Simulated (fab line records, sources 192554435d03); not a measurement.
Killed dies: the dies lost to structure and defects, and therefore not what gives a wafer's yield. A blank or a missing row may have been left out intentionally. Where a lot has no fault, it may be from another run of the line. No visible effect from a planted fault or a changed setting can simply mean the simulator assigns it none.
Split-lot experiment -- flow n5_finfet -- 21 wafers read across 7 lots, on a route 1938 steps long

SPLIT DETAILS
At N5_BEOL_M6_COAT_60 (time 60 s, resist thk 35 nm), the setting spin_rpm was moved away from the recipe's 1500 rpm on 4 of the 21 wafers read, by -3.3% to +4.7%. This setting was run at the recipe's value on the other wafers.

FROM THE SPLIT TO THE READING: what the file shows between them, 3 steps
- N5_BEOL_M6_COAT_05: resist thk 90 nm
- N5_BEOL_M6_EBR_07
- N5_BEOL_M6_DESCUM_16: chemistry O2, time 7.9 s

THE READING
etch.depth_nm (the simulator's own value, which no gauge read), in nm, at N5_BEOL_M6_ETCH_61 (etches SiARC in CF4, target depth 45.5 nm, time 75.8 s). The file gives no usual value for it. Across the 17 wafers here that went through the recipe, the average is 34.97 nm and the standard deviation 0.12 nm.

wafer,"tool, chamber at the split","spin_rpm as run, rpm",against the recipe,"etch.depth_nm, nm",against lot-mates on the recipe
L083.1,"litho_track-01, 0",1500,recipe,34.79,-
L083.2,"litho_track-01, 0",1500,recipe,34.74,-
L083.6,"litho_track-01, 0",1500,recipe,34.81,-
L084.1,"litho_track-03, 0",1571,+4.7%,34.15,-0.80
L084.5,"litho_track-03, 0",1500,recipe,34.94,-
L084.6,"litho_track-03, 0",1500,recipe,34.95,-
L085.1,"litho_track-03, 0",1500,recipe,34.89,-
L085.2,"litho_track-03, 0",1500,recipe,34.96,-
L085.4,"litho_track-03, 0",1500,recipe,34.9,-
L089.3,"litho_track-03, 0",1500,recipe,34.93,-
L089.4,"litho_track-03, 0",1500,recipe,34.94,-
L089.6,"litho_track-03, 0",1500,recipe,34.95,-
L090.2,"litho_track-03, 0",1549,+3.3%,34.49,-0.61
L090.4,"litho_track-03, 0",1549,+3.3%,34.54,-0.56
L090.5,"litho_track-03, 0",1500,recipe,35.1,-
L092.1,"litho_track-01, 0",1500,recipe,35.09,-
L092.3,"litho_track-01, 0",1500,recipe,35.1,-
L092.5,"litho_track-01, 0",1500,recipe,35.25,-
L095.2,"litho_track-03, 0",1500,recipe,35.04,-
L095.5,"litho_track-03, 0",1500,recipe,35.03,-
L095.6,"litho_track-03, 0",1451,-3.3%,35.55,+0.52

THE FIT
A straight line over all 21 wafers: etch.depth_nm changes by -0.161 nm for each +1% of spin_rpm; r = -0.91; the points scatter about the line by 0.12 nm.
The same after taking each lot's own level away (the mean of its wafers on the recipe; 21 wafers): -0.17 nm for each +1%; r = -0.99; scatter 0.037 nm.
That fit puts the effect of the largest move of spin_rpm on the reading at 0.8 nm.
Across the lots, their own levels run from 34.780 to 35.147 nm, a range of 3.0 times the standard deviation given above.
The two slopes are in agreement: the lot-to-lot level therefore moves the slope only a little.
Check: for one of the wafers moved furthest among these (+4.7%), held out of the fit, the line's prediction against its lot-mates is -0.816 nm. It came out at -0.795 nm against them.

THE WHOLE CHAIN: every reading that the file lists as answering this split, in the file's order
step,what it does,reading,change (the file's fit),r (the file's)
N5_BEOL_M6_COAT_60,"time 60 s, resist thk 35 nm","SiARC_of_BEOL_M6_COAT_60.thk_nm (the simulator's own value, which no gauge read)",-0.184 nm for each +1% of the setting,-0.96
N5_BEOL_M6_ETCH_61,"etches SiARC in CF4, target depth 45.5 nm, time 75.8 s","etch.depth_nm (the simulator's own value, which no gauge read)",-0.168 nm for each +1% of the setting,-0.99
N5_BEOL_M6_ETCH_62,"etches SOC in N2/H2, target depth 110 nm, overetch 22 nm, time 165 s","SiARC_of_BEOL_M6_COAT_60.thk_nm (the simulator's own value, which no gauge read)","-0.175 nm for each +1% of the setting, in a fit together with time_s@BEOL_M6_ETCH_62",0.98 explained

THE FILE'S OWN FIT
etch.depth_nm changes by -0.168 nm for each +1% of spin_rpm, r = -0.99.
